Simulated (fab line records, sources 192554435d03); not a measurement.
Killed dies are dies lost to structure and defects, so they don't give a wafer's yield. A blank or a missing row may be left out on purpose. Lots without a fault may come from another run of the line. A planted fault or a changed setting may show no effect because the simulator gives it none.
Which tool did it? | flow n5_finfet | 24 lots, 72 wafers sampled, at 4 steps of a route of 1938

WHAT THE GAUGES READ, wafer by wafer
N5_ILD0_THK_MEAS_04. Usual: thk_nm 197.7 nm, standard deviation 1.1.
lot  | measured    | on            | thk_nm (nm)       | flag
L074 | day 3 15:19 | film_metro-02 | 199.3 197.8 198.1 |
L075 | day 3 21:13 | film_metro-02 | 200.1 198.6 198.8 |
L076 | day 4 01:09 | film_metro-01 | 198.2 198.4 199.9 |
L077 | day 4 07:10 | film_metro-01 | 199.2 198.7 199.2 |
L078 | day 4 16:50 | film_metro-01 | 197.3 198.1 196.8 |
L079 | day 4 21:36 | film_metro-01 | 199.1 199.2 200.2 |
L080 | day 5 03:24 | film_metro-02 | 200.1 197.2 197.3 |
L081 | day 5 09:45 | film_metro-02 | 195.8 196.7 194.9 |
L082 | day 5 17:59 | film_metro-01 | 197.9 197.7 196.8 |
L083 | day 5 19:32 | film_metro-01 | 198.6 198.3 196.7 |
L084 | day 6 01:07 | film_metro-02 | 196.0 196.0 195.5 |
L085 | day 6 09:02 | film_metro-02 | 198.2 197.0 198.0 |
L086 | day 6 14:01 | film_metro-02 | 197.7 197.3 197.0 |
L087 | day 6 19:01 | film_metro-01 | 194.5 196.6 197.7 |
L088 | day 7 02:17 | film_metro-02 | 196.5 196.4 196.0 |
L089 | day 7 09:03 | film_metro-02 | 197.1 197.0 196.9 |
L090 | day 7 15:26 | film_metro-02 | 196.5 199.1 198.9 |
L091 | day 7 21:11 | film_metro-02 | 198.0 198.2 199.0 |
L092 | day 8 02:56 | film_metro-02 | 199.0 197.1 197.0 |
L093 | day 8 09:59 | film_metro-02 | 198.1 197.5 197.0 |
L094 | day 8 14:56 | film_metro-01 | 195.9 197.5 199.0 |
L095 | day 8 21:56 | film_metro-01 | 199.4 198.0 199.7 |
L096 | day 9 04:22 | film_metro-01 | 194.9 197.2 197.7 |
L097 | day 9 10:49 | film_metro-01 | 196.6 196.8 195.9 |

N5_SDB_OVL_MEAS_12. Usual: SDB_OVL 0.1 nm, standard deviation 0.61.
lot  | measured    | on         | SDB_OVL (nm)   | flag
L074 | day 3 19:23 | overlay-02 | -0.1 0.5 0.5   |
L075 | day 4 01:17 | overlay-01 | 0.3 -0.4 0.3   |
L076 | day 4 05:14 | overlay-01 | 1.2 1.0 0.5    |
L077 | day 4 11:16 | overlay-02 | 0.3 0.4 0.8    |
L078 | day 4 20:56 | overlay-01 | 0.5 0.0 1.4    |
L079 | day 5 01:53 | overlay-01 | -0.7 -1.7 0.1  |
L080 | day 5 07:40 | overlay-02 | -0.1 -0.1 0.8  |
L081 | day 5 13:43 | overlay-01 | -0.8 0.2 0.5   |
L082 | day 5 22:05 | overlay-02 | 0.6 0.2 0.5    |
L083 | day 5 23:37 | overlay-02 | -0.2 0.5 0.4   |
L084 | day 6 05:17 | overlay-01 | -0.2 -0.5 -0.8 |
L085 | day 6 13:07 | overlay-01 | 0.5 -0.4 -0.4  |
L086 | day 6 18:07 | overlay-02 | 0.3 0.6 0.8    |
L087 | day 6 23:00 | overlay-02 | -1.2 -0.2 -0.6 |
L088 | day 7 06:28 | overlay-02 | 0.1 0.9 0.9    |
L089 | day 7 13:55 | overlay-02 | -0.1 -0.1 -0.5 |
L090 | day 7 19:37 | overlay-02 | 1.0 -0.5 0.1   |
L091 | day 8 01:10 | overlay-02 | -0.6 -0.5 -0.5 |
L092 | day 8 07:02 | overlay-02 | -0.6 0.7 -0.4  |
L093 | day 8 13:58 | overlay-01 | -0.7 -0.6 0.0  |
L094 | day 8 21:11 | overlay-02 | -0.3 0.2 0.7   |
L095 | day 9 02:08 | overlay-02 | 0.7 -0.7 -0.6  |
L096 | day 9 08:36 | overlay-01 | 0.7 1.3 0.3    |
L097 | day 9 14:50 | overlay-02 | -0.6 0.1 0.5   |

WHICH TOOL RAN EACH LOT (tool, then ch and the chambers of the sampled wafers, then the start)
lot  | N5_SD_ACTIVATION_RTA_00         | N5_ILD0_ALD_15
L074 | rtp_anneal-01 ch 0, day 3 11:52 | ald_sin-04 ch 0,1,2, day 3 16:21
L075 | rtp_anneal-01 ch 0, day 3 17:48 | ald_sin-04 ch 0,2,3, day 3 22:16
L076 | rtp_anneal-02 ch 0, day 3 21:37 | ald_sin-04 ch 0,1,2, day 4 02:11
L077 | rtp_anneal-02 ch 0, day 4 03:33 | ald_sin-03 ch 1,2,3, day 4 08:13
L078 | rtp_anneal-02 ch 0, day 4 13:24 | ald_sin-04 ch 0,1,2, day 4 17:53
L079 | rtp_anneal-01 ch 0, day 4 17:07 | ald_sin-04 ch 0,1,3, day 4 22:59
L080 | rtp_anneal-02 ch 0, day 4 23:05 | ald_sin-03 ch 1,2,3, day 5 04:37
L081 | rtp_anneal-02 ch 0, day 5 06:19 | ald_sin-04 ch 0,1,2, day 5 10:47
L082 | rtp_anneal-02 ch 0, day 5 14:38 | ald_sin-01 ch 0,1,2, day 5 19:02
L083 | rtp_anneal-01 ch 0, day 5 16:07 | ald_sin-04 ch 0,2,3, day 5 20:34
L084 | rtp_anneal-01 ch 0, day 5 21:43 | ald_sin-03 ch 0,2,3, day 6 02:15
L085 | rtp_anneal-01 ch 0, day 6 05:37 | ald_sin-03 ch 0,2, day 6 10:04
L086 | rtp_anneal-01 ch 0, day 6 10:36 | ald_sin-01 ch 0,1,2, day 6 15:04
L087 | rtp_anneal-02 ch 0, day 6 14:42 | ald_sin-01 ch 1,2,3, day 6 20:04
L088 | rtp_anneal-02 ch 0, day 6 22:54 | ald_sin-04 ch 0,2,3, day 7 03:23
L089 | rtp_anneal-02 ch 0, day 7 05:20 | ald_sin-03 ch 0,2,3, day 7 10:53
L090 | rtp_anneal-01 ch 0, day 7 11:48 | ald_sin-03 ch 2,3, day 7 16:34
L091 | rtp_anneal-02 ch 0, day 7 17:46 | ald_sin-03 ch 0,1, day 7 22:14
L092 | rtp_anneal-01 ch 0, day 7 23:04 | ald_sin-04 ch 0,1,2, day 8 03:58
L093 | rtp_anneal-02 ch 0, day 8 06:34 | ald_sin-01 ch 1,2,3, day 8 11:02
L094 | rtp_anneal-01 ch 0, day 8 11:30 | ald_sin-01 ch 0,1, day 8 18:07
L095 | rtp_anneal-02 ch 0, day 8 18:32 | ald_sin-01 ch 1,2,3, day 8 23:06
L096 | rtp_anneal-01 ch 0, day 8 22:35 | ald_sin-01 ch 2,3, day 9 05:33
L097 | rtp_anneal-02 ch 0, day 9 06:00 | ald_sin-04 ch 0,3, day 9 11:55
- N5_SD_ACTIVATION_RTA_00: time 0 s.
- N5_ILD0_ALD_15: deposits SiNx, target thk 24 nm, pulse time 1 s, ald cycles 480.

WHAT THE TOOLS THEMSELVES READ (means of the sampled wafers that have a number; where no wafer has one, the mark that the record gives instead)
N5_SD_ACTIVATION_RTA_00. Usual: lamp_power_pct 8.96 %, standard deviation 0.05; lamp_zone_1_pct 8.95 %, standard deviation 0.03; lamp_zone_2_pct 8.958 %, standard deviation 0.028; lamp_zone_7_pct 9.35 %, standard deviation 0.032; wafer_temp_C_max 975.0, standard deviation 2.1.
lot  | tool          | lamp_power_pct (%) | lamp_zone_1_pct (%) | lamp_zone_2_pct (%) | lamp_zone_7_pct (%) | wafer_temp_C_max | flag
L074 | rtp_anneal-01 | 8.97               | 8.93                | 8.950               | 9.35                | 974.9            |
L075 | rtp_anneal-01 | 8.99               | 8.95                | 8.962               | 9.38                | 974.5            |
L076 | rtp_anneal-02 | 8.99               | 8.95                | 8.943               | 9.33                | 977.2            |
L077 | rtp_anneal-02 | 8.99               | 8.95                | 8.951               | 9.34                | 974.1            |
L078 | rtp_anneal-02 | 8.95               | 8.96                | 8.951               | 9.36                | 976.0            |
L079 | rtp_anneal-01 | 8.95               | 8.96                | 8.938               | 9.36                | 974.0            |
L080 | rtp_anneal-02 | 9.02               | 8.94                | 8.959               | 9.37                | 975.3            |
L081 | rtp_anneal-02 | 8.96               | 8.95                | 8.964               | 9.37                | 977.2            |
L082 | rtp_anneal-02 | 8.96               | 8.95                | 8.944               | 9.36                | 975.8            |
L083 | rtp_anneal-01 | 8.98               | 8.95                | 8.933               | 9.35                | 973.2            |
L084 | rtp_anneal-01 | 9.00               | 8.92                | 8.954               | 9.35                | 974.3            |
L085 | rtp_anneal-01 | 8.91               | 8.94                | 8.971               | 9.33                | 976.0            |
L086 | rtp_anneal-01 | 8.93               | 8.93                | 8.941               | 9.39                | 975.1            |
L087 | rtp_anneal-02 | 8.97               | 8.97                | 8.920               | 9.36                | 974.9            |
L088 | rtp_anneal-02 | 8.96               | 8.96                | 8.965               | 9.35                | 975.7            |
L089 | rtp_anneal-02 | 8.94               | 8.94                | 8.954               | 9.35                | 974.4            |
L090 | rtp_anneal-01 | 8.95               | 8.96                | 8.942               | 9.34                | 975.6            |
L091 | rtp_anneal-02 | 8.94               | 8.99                | 8.978               | 9.34                | 975.3            |
L092 | rtp_anneal-01 | 8.91               | 8.97                | 8.957               | 9.33                | 974.7            |
L093 | rtp_anneal-02 | 8.95               | 8.94                | 8.952               | 9.36                | 973.7            |
L094 | rtp_anneal-01 | 8.93               | 8.96                | 8.947               | 9.34                | 974.1            |
L095 | rtp_anneal-02 | 8.91               | 8.94                | 8.964               | 9.36                | 976.7            |
L096 | rtp_anneal-01 | 9.00               | 8.94                | 8.982               | 9.36                | 975.7            |
L097 | rtp_anneal-02 | 8.95               | 8.91                | 8.973               | 9.35                | 977.2            |

N5_ILD0_ALD_15. Usual: heater_power_w 863 W, standard deviation 110; precursor_pulse_height_rel 1.001, standard deviation 0.02.
lot  | tool       | heater_power_w (W) | precursor_pulse_height_rel | flag
L074 | ald_sin-04 | 927                | 1.004                      |
L075 | ald_sin-04 | 889                | 1.005                      |
L076 | ald_sin-04 | 940                | 0.997                      |
L077 | ald_sin-03 | 813                | 0.991                      |
L078 | ald_sin-04 | 939                | 1.000                      |
L079 | ald_sin-04 | 933                | 1.019                      |
L080 | ald_sin-03 | 814                | 1.001                      |
L081 | ald_sin-04 | 934                | 1.020                      |
L082 | ald_sin-01 | 800                | 0.984                      |
L083 | ald_sin-04 | 878                | 0.989                      |
L084 | ald_sin-03 | 880                | 0.996                      |
L085 | ald_sin-03 | 993                | 1.016                      |
L086 | ald_sin-01 | 810                | 0.997                      |
L087 | ald_sin-01 | 793                | 0.991                      |
L088 | ald_sin-04 | 886                | 1.021                      |
L089 | ald_sin-03 | 873                | 0.989                      |
L090 | ald_sin-03 | 918                | 0.989                      |
L091 | ald_sin-03 | 808                | 1.003                      |
L092 | ald_sin-04 | 932                | 1.018                      |
L093 | ald_sin-01 | 799                | 0.999                      |
L094 | ald_sin-01 | 744                | 0.989                      |
L095 | ald_sin-01 | 821                | 1.001                      |
L096 | ald_sin-01 | 877                | 0.992                      |
L097 | ald_sin-04 | 889                | 0.988                      |

THE ANSWER, worked out from the rows above alone
Rule: a lot is off if the mean of its wafers that have a number lies more than 3 standard deviations from the usual mean. A lot without any number at a reading at which 4 lots or more have one is off too. The other lots that the step has rows for count as sound. The gauges are gone through in route order, then the tools' own readings, and for those a lot's mean is taken as printed above. The first step at which some lot is off is used, and at that step the reading that is off furthest; a lot without a number counts as furthest.
No lot is off at any reading shown: from this, nothing can be told.

WHAT THE SIMULATOR HAD PUT IN
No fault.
